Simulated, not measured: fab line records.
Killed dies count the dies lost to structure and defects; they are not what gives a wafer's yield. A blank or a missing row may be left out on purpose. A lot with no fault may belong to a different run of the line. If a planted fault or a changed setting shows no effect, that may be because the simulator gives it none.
Which of the tools did it? / flow nand harc / 12 lots, 36 wafers sampled, at 5 steps of a route of 1159

## WHAT THE GAUGES READ, wafer by wafer
NHARC_P_GATE_INSPECT_68.
lot=L423; measured=day 6 18:23; on=defect inspect-02; raw defect count=240 354 231
lot=L427; measured=day 7 12:16; on=defect inspect-01; raw defect count=136 175 137
lot=L431; measured=day 9 01:29; on=defect inspect-02; raw defect count=234 164 299
lot=L432; measured=day 9 05:32; on=defect inspect-01; raw defect count=119 125 101
lot=L434; measured=day 9 08:46; on=defect inspect-01; raw defect count=227 216 256
lot=L435; measured=day 9 13:10; on=defect inspect-02; raw defect count=83 141 175
lot=L437; measured=day 10 00:19; on=defect inspect-02; raw defect count=188 175 302
lot=L438; measured=day 10 08:15; on=defect inspect-01; raw defect count=154 151 194
lot=L440; measured=day 10 12:03; on=defect inspect-01; raw defect count=208 301 196
lot=L439; measured=day 10 12:13; on=defect inspect-01; raw defect count=213 162 125
lot=L441; measured=day 11 02:29; on=defect inspect-02; raw defect count=215 197 153
lot=L442; measured=day 11 11:52; on=defect inspect-02; raw defect count=320 119 148

NHARC_END_SORT_01.
lot=L423; measured=day 21 09:08; on=prober-01; defect limited yield (%)=0 95.9 97.0; killed at array=22 24 15; killed at other=0 0 0; killed at periphery=655 4 5; killed dies=677 28 20; killed open=4 1 2; killed short=3 1 1; sort_bin_2_pct (%)=97.8 1.5 0.6; sort_bin_3_pct (%)=0.30 0.15 0.30; sort_bin_4_pct (%)=1.9 2.5 2.1; sort n pass=0 649 657; sort rim yield pct (%)=0 100 93; sort yield pct (%)=0 95.9 97.0
lot=L427; measured=day 21 18:26; on=prober-01; defect limited yield (%)=0.1 94.4 95.9; killed at array=35 35 26; killed at other=1 0 2; killed at periphery=640 3 0; killed dies=676 38 28; killed open=0 4 2; killed short=3 2 0; sort_bin_2_pct (%)=95.9 0.9 1.2; sort_bin_3_pct (%)=0.44 0.59 0.15; sort_bin_4_pct (%)=3.5 4.1 2.8; sort n pass=1 639 649; sort rim yield pct (%)=1 90 95; sort yield pct (%)=0.1 94.4 95.9
lot=L431; measured=day 22 21:49; on=prober-01; defect limited yield (%)=95.0 93.1 94.5; killed at array=30 37 32; killed at other=0 0 1; killed at periphery=4 10 4; killed dies=34 47 37; killed open=2 4 3; killed short=3 3 1; sort_bin_2_pct (%)=1.5 2.1 2.2; sort_bin_3_pct (%)=0.15 0.44 0.30; sort_bin_4_pct (%)=3.4 4.4 3.0; sort n pass=643 630 640; sort rim yield pct (%)=96 92 95; sort yield pct (%)=95.0 93.1 94.5
lot=L432; measured=day 23 20:25; on=prober-01; defect limited yield (%)=91.9 93.5 94.8; killed at array=51 42 32; killed at other=0 0 1; killed at periphery=4 2 2; killed dies=55 44 35; killed open=6 4 2; killed short=2 1 4; sort_bin_2_pct (%)=2.5 2.4 2.2; sort_bin_3_pct (%)=0.30 0.30 0.30; sort_bin_4_pct (%)=5.3 3.8 2.7; sort n pass=622 633 642; sort rim yield pct (%)=96 92 92; sort yield pct (%)=91.9 93.5 94.8
lot=L434; measured=day 24 04:15; on=prober-01; defect limited yield (%)=96.9 97.8 96.9; killed at array=16 14 18; killed at other=3 0 0; killed at periphery=2 1 3; killed dies=21 15 21; killed open=2 3 5; killed short=3 1 3; sort_bin_2_pct (%)=0.4 0.4 1.0; sort_bin_3_pct (%)=0 0 0.15; sort_bin_4_pct (%)=2.7 1.8 1.9; sort n pass=656 662 656; sort rim yield pct (%)=98 100 98; sort yield pct (%)=96.9 97.8 96.9
lot=L435; measured=day 23 20:22; on=prober-02; defect limited yield (%)=96.0 96.0 95.7; killed at array=26 27 27; killed at other=0 0 0; killed at periphery=1 0 2; killed dies=27 27 29; killed open=2 4 3; killed short=1 1 0; sort_bin_2_pct (%)=1.0 1.5 1.2; sort_bin_3_pct (%)=0.15 0 0.30; sort_bin_4_pct (%)=2.8 2.5 2.8; sort n pass=650 650 648; sort rim yield pct (%)=92 94 94; sort yield pct (%)=96.0 96.0 95.7
lot=L437; measured=day 24 11:56; on=prober-02; defect limited yield (%)=98.1 96.5 97.0; killed at array=12 24 16; killed at other=0 0 0; killed at periphery=1 0 4; killed dies=13 24 20; killed open=1 4 2; killed short=2 4 3; sort_bin_2_pct (%)=0.4 0.3 1.5; sort_bin_3_pct (%)=0.15 0.44 0.15; sort_bin_4_pct (%)=1.3 2.8 1.3; sort n pass=664 653 657; sort rim yield pct (%)=97 96 99; sort yield pct (%)=98.1 96.5 97.0
lot=L438; measured=day 24 21:21; on=prober-02; defect limited yield (%)=95.7 93.2 92.9; killed at array=29 42 44; killed at other=0 0 0; killed at periphery=0 4 4; killed dies=29 46 48; killed open=0 3 4; killed short=1 1 3; sort_bin_2_pct (%)=1.9 1.6 2.4; sort_bin_3_pct (%)=0.30 0.74 0.15; sort_bin_4_pct (%)=2.1 4.4 4.6; sort n pass=648 631 629; sort rim yield pct (%)=95 98 90; sort yield pct (%)=95.7 93.2 92.9
lot=L440; measured=day 24 21:24; on=prober-01; defect limited yield (%)=93.5 94.2 95.7; killed at array=41 32 25; killed at other=1 0 1; killed at periphery=2 7 3; killed dies=44 39 29; killed open=2 5 0; killed short=2 3 3; sort_bin_2_pct (%)=2.7 1.2 0.9; sort_bin_3_pct (%)=0.15 0.15 0.30; sort_bin_4_pct (%)=3.7 4.4 3.1; sort n pass=633 638 648; sort rim yield pct (%)=92 98 93; sort yield pct (%)=93.5 94.2 95.7
lot=L439; measured=day 24 12:01; on=prober-01; defect limited yield (%)=93.4 91.9 93.8; killed at array=43 53 40; killed at other=0 0 0; killed at periphery=2 2 2; killed dies=45 55 42; killed open=4 5 3; killed short=3 3 0; sort_bin_2_pct (%)=2.7 1.9 1.3; sort_bin_3_pct (%)=0.44 0.30 0.74; sort_bin_4_pct (%)=3.5 5.9 4.1; sort n pass=632 622 635; sort rim yield pct (%)=89 90 93; sort yield pct (%)=93.4 91.9 93.8
lot=L441; measured=day 25 03:29; on=prober-01; defect limited yield (%)=92.6 92.3 93.9; killed at array=46 51 41; killed at other=0 1 0; killed at periphery=4 0 0; killed dies=50 52 41; killed open=4 0 0; killed short=2 1 1; sort_bin_2_pct (%)=3.2 1.6 2.1; sort_bin_3_pct (%)=0.15 0.30 0.30; sort_bin_4_pct (%)=4.0 5.8 3.7; sort n pass=627 625 636; sort rim yield pct (%)=95 99 93; sort yield pct (%)=92.6 92.3 93.9
lot=L442; measured=day 25 11:16; on=prober-01; defect limited yield (%)=95.0 95.9 94.5; killed at array=29 27 31; killed at other=0 0 0; killed at periphery=5 1 6; killed dies=34 28 37; killed open=4 4 5; killed short=1 2 2; sort_bin_2_pct (%)=1.9 1.5 1.3; sort_bin_3_pct (%)=0 0.15 0.44; sort_bin_4_pct (%)=3.1 2.5 3.7; sort n pass=643 649 640; sort rim yield pct (%)=99 96 96; sort yield pct (%)=95.0 95.9 94.5

## WHAT TOOL EACH LOT RAN ON (gives the tool, then ch and the chambers of the sampled wafers, and finally the start)
lot=L423; NHARC_P_CONTACT_DEGAS_38=pvd sputter-01, day 6 21:47; NHARC_P_M0_ETCH_15=rie diel-08 ch 1,2,3, day 7 01:29; NHARC_P_M0_ANNEAL_30=rtp anneal-02 ch 0, day 7 03:02
lot=L427; NHARC_P_CONTACT_DEGAS_38=pvd sputter-03, day 7 16:04; NHARC_P_M0_ETCH_15=rie diel-08 ch 1,2,3, day 7 20:35; NHARC_P_M0_ANNEAL_30=rtp anneal-01 ch 0, day 7 22:05
lot=L431; NHARC_P_CONTACT_DEGAS_38=pvd sputter-01, day 9 05:26; NHARC_P_M0_ETCH_15=rie diel-04 ch 1,2, day 9 16:18; NHARC_P_M0_ANNEAL_30=rtp anneal-02 ch 0, day 9 17:46
lot=L432; NHARC_P_CONTACT_DEGAS_38=pvd sputter-03, day 9 08:55; NHARC_P_M0_ETCH_15=rie diel-04 ch 1,2,3, day 9 21:34; NHARC_P_M0_ANNEAL_30=rtp anneal-01 ch 0, day 9 23:02
lot=L434; NHARC_P_CONTACT_DEGAS_38=pvd sputter-01, day 9 12:12; NHARC_P_M0_ETCH_15=rie diel-01 ch 0,3, day 9 23:34; NHARC_P_M0_ANNEAL_30=rtp anneal-01 ch 0, day 10 01:06
lot=L435; NHARC_P_CONTACT_DEGAS_38=pvd sputter-01, day 9 16:26; NHARC_P_M0_ETCH_15=rie diel-04 ch 0,2,3, day 10 00:00; NHARC_P_M0_ANNEAL_30=rtp anneal-01 ch 0, day 10 01:31
lot=L437; NHARC_P_CONTACT_DEGAS_38=pvd sputter-03, day 10 03:58; NHARC_P_M0_ETCH_15=rie diel-08 ch 0,1,2, day 10 09:52; NHARC_P_M0_ANNEAL_30=rtp anneal-01 ch 0, day 10 11:30
lot=L438; NHARC_P_CONTACT_DEGAS_38=pvd sputter-03, day 10 11:43; NHARC_P_M0_ETCH_15=rie diel-01 ch 1,2,3, day 10 14:42; NHARC_P_M0_ANNEAL_30=rtp anneal-01 ch 0, day 10 16:28
lot=L440; NHARC_P_CONTACT_DEGAS_38=pvd sputter-02, day 10 16:09; NHARC_P_M0_ETCH_15=rie diel-08 ch 0,1,3, day 10 18:56; NHARC_P_M0_ANNEAL_30=rtp anneal-01 ch 0, day 10 20:31
lot=L439; NHARC_P_CONTACT_DEGAS_38=pvd sputter-03, day 10 16:31; NHARC_P_M0_ETCH_15=rie diel-04 ch 1,2,3, day 10 19:16; NHARC_P_M0_ANNEAL_30=rtp anneal-01 ch 0, day 10 20:49
lot=L441; NHARC_P_CONTACT_DEGAS_38=pvd sputter-01, day 11 06:25; NHARC_P_M0_ETCH_15=rie diel-04 ch 1,2,3, day 11 09:20; NHARC_P_M0_ANNEAL_30=rtp anneal-02 ch 0, day 11 10:52
lot=L442; NHARC_P_CONTACT_DEGAS_38=pvd sputter-02, day 11 15:16; NHARC_P_M0_ETCH_15=rie diel-04 ch 1,2,3, day 11 22:52; NHARC_P_M0_ANNEAL_30=rtp anneal-02 ch 0, day 12 00:23
- NHARC_P_CONTACT_DEGAS_38: time 60 s.
- NHARC_P_M0_ETCH_15: etches the open film in C4F8/Ar, target depth 150 nm, overetch 15 nm, time 82.5 s.
- NHARC_P_M0_ANNEAL_30: time 90 s.

## WHAT THE TOOLS THEMSELVES READ (means of the sampled wafers that have a number; where no wafer has one, the mark that the record gives instead)
NHARC_P_CONTACT_DEGAS_38.
lot=L423; tool=pvd sputter-01; heater power w (W)=482
lot=L427; tool=pvd sputter-03; heater power w (W)=457
lot=L431; tool=pvd sputter-01; heater power w (W)=528
lot=L432; tool=pvd sputter-03; heater power w (W)=436
lot=L434; tool=pvd sputter-01; heater power w (W)=507
lot=L435; tool=pvd sputter-01; heater power w (W)=514
lot=L437; tool=pvd sputter-03; heater power w (W)=454
lot=L438; tool=pvd sputter-03; heater power w (W)=428
lot=L440; tool=pvd sputter-02; heater power w (W)=473
lot=L439; tool=pvd sputter-03; heater power w (W)=416
lot=L441; tool=pvd sputter-01; heater power w (W)=497
lot=L442; tool=pvd sputter-02; heater power w (W)=456

NHARC_P_M0_ETCH_15.
lot=L423; tool=rie diel-08; oes product au (a.u.)=0.975; rf vpp V (V)=439.1; run length s (s)=100.1
lot=L427; tool=rie diel-08; oes product au (a.u.)=0.957; rf vpp V (V)=439.3; run length s (s)=100.4
lot=L431; tool=rie diel-04; oes product au (a.u.)=0.977; rf vpp V (V)=437.9; run length s (s)=103.4
lot=L432; tool=rie diel-04; oes product au (a.u.)=0.964; rf vpp V (V)=440.4; run length s (s)=103.7
lot=L434; tool=rie diel-01; oes product au (a.u.)=0.992; rf vpp V (V)=437.4; run length s (s)=103.4
lot=L435; tool=rie diel-04; oes product au (a.u.)=0.970; rf vpp V (V)=440.0; run length s (s)=103.8
lot=L437; tool=rie diel-08; oes product au (a.u.)=0.976; rf vpp V (V)=438.7; run length s (s)=103.7
lot=L438; tool=rie diel-01; oes product au (a.u.)=0.991; rf vpp V (V)=441.6; run length s (s)=103.9
lot=L440; tool=rie diel-08; oes product au (a.u.)=0.929; rf vpp V (V)=438.8; run length s (s)=103.6
lot=L439; tool=rie diel-04; oes product au (a.u.)=0.965; rf vpp V (V)=441.0; run length s (s)=103.6
lot=L441; tool=rie diel-04; oes product au (a.u.)=0.977; rf vpp V (V)=440.6; run length s (s)=103.8
lot=L442; tool=rie diel-04; oes product au (a.u.)=0.973; rf vpp V (V)=440.6; run length s (s)=103.6

NHARC_P_M0_ANNEAL_30.
lot=L423; tool=rtp anneal-02; anneal temp c (C)=224.96; wafer_temp_C_max=226.00
lot=L427; tool=rtp anneal-01; anneal temp c (C)=225.13; wafer_temp_C_max=225.73
lot=L431; tool=rtp anneal-02; anneal temp c (C)=225.08; wafer_temp_C_max=225.80
lot=L432; tool=rtp anneal-01; anneal temp c (C)=225.14; wafer_temp_C_max=225.95
lot=L434; tool=rtp anneal-01; anneal temp c (C)=224.93; wafer_temp_C_max=225.56
lot=L435; tool=rtp anneal-01; anneal temp c (C)=225.04; wafer_temp_C_max=225.97
lot=L437; tool=rtp anneal-01; anneal temp c (C)=224.83; wafer_temp_C_max=225.87
lot=L438; tool=rtp anneal-01; anneal temp c (C)=225.00; wafer_temp_C_max=225.89
lot=L440; tool=rtp anneal-01; anneal temp c (C)=225.08; wafer_temp_C_max=226.23
lot=L439; tool=rtp anneal-01; anneal temp c (C)=225.00; wafer_temp_C_max=225.88
lot=L441; tool=rtp anneal-02; anneal temp c (C)=225.12; wafer_temp_C_max=226.15
lot=L442; tool=rtp anneal-02; anneal temp c (C)=224.78; wafer_temp_C_max=226.19

## THE ANSWER, worked out from the rows above alone
Rule: the usual values come from the lots themselves. The widest of any qualifying gaps counts: lots, ordered by their means at a reading, are off when they make up no more than a third of the lots, leave a main group of 4 or more, and stand apart from it by 3 or more times the standard deviation of that group's means. Not used: any main group whose means are identical at the precision the tables above print for the reading. A lot without any number at a reading at which 4 lots or more have one is off too. Where the step has rows for the other lots, those lots are counted as sound. Order of review: gauges by route order, followed by the tools' own readings, for which a lot's mean as printed above is used. At the first step where some lot is off, the reading lying furthest off is the one used; lots without a number count as furthest.
Off: L423, L427, at NHARC_END_SORT_01 (killed at periphery). Mean 2.7 and standard deviation 1.5 in the main group.
A tool fits if, at a process step before that reading, it ran every lot that is off, and no sound lot after the first of them. Not tried: the gauges at NHARC_END_SORT_01; whatever is off there is also off at NHARC_P_M0_ETCH_15, on other tools, and gauge error can't account for it. Not one of the candidates tried fits.

## WHAT THE SIMULATOR PUT IN
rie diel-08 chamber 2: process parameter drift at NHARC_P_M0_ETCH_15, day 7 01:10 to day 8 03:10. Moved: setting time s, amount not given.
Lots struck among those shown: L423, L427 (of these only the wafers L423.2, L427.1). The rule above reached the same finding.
